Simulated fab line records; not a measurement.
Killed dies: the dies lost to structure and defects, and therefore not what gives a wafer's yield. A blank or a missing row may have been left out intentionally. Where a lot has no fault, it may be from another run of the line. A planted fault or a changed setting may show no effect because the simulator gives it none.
Matching of chambers | flow nand harc | NHARC_A_SLIT_DEP_23 on pecvd-01: 3 sister chambers
The step deposits SiON, target thk 100 nm. 6 wafers are shown with their chamber, then 8 later ones without.

== WAFERS WITH THEIR CHAMBER ==
wafer  | chamber | heater power w (W) | chamber pressure Torr (Torr)
L078.4 | 2       | 919                | 3.518
L079.4 | 2       | 752                | 3.494
L087.2 | 0       | 763                | 3.496
L087.3 | 1       | 849                | 3.483
L087.4 | 0       | 779                | 3.489
L090.2 | 1       | 829                | 3.489

== WAFERS WITHOUT THEIR CHAMBER ==
wafer  | heater power w (W) | chamber pressure Torr (Torr)
L090.3 | 854                | 3.508
L090.6 | 780                | 3.494
L089.1 | 718                | 3.502
L089.2 | 760                | 3.498
L089.4 | 666                | 3.505
L092.1 | 678                | 3.497
L092.5 | 849                | 3.501
L092.6 | 693                | 3.493

== THE CHAMBER EACH PASSED THROUGH ==
wafer  | from the rows above          | in truth
L090.3 | can't be placed: 2 or 0 or 1 | 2
L090.6 | can't be placed: 0 or 1 or 2 | 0
L089.1 | can't be placed: 0 or 2 or 1 | 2
L089.2 | can't be placed: 0 or 2 or 1 | 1
L089.4 | can't be placed: 0 or 2 or 1 | 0
L092.1 | can't be placed: 0 or 2 or 1 | 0
L092.5 | can't be placed: 2 or 0 or 1 | 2
L092.6 | can't be placed: 0 or 1 or 2 | 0
Correct placement for 0 of the 8. Not placeable from these rows: 8 (in 8, the candidates include the true chamber). 0 placed wrongly.
How it was worked out, from the rows above alone: a wafer's distance from a chamber is the root of the sum, over the readings, of the square of ((its reading less the chamber's mean) divided by the reading's scatter). The wafer belongs to the nearest chamber; if the next one is less than 2 further off, it can't be placed. Each chamber's mean is taken over the wafers shown for it. The scatter is the square root of a quotient: the sum, over the shown wafers, of each reading's squared deviation from its chamber's mean, divided by wafers minus chambers.
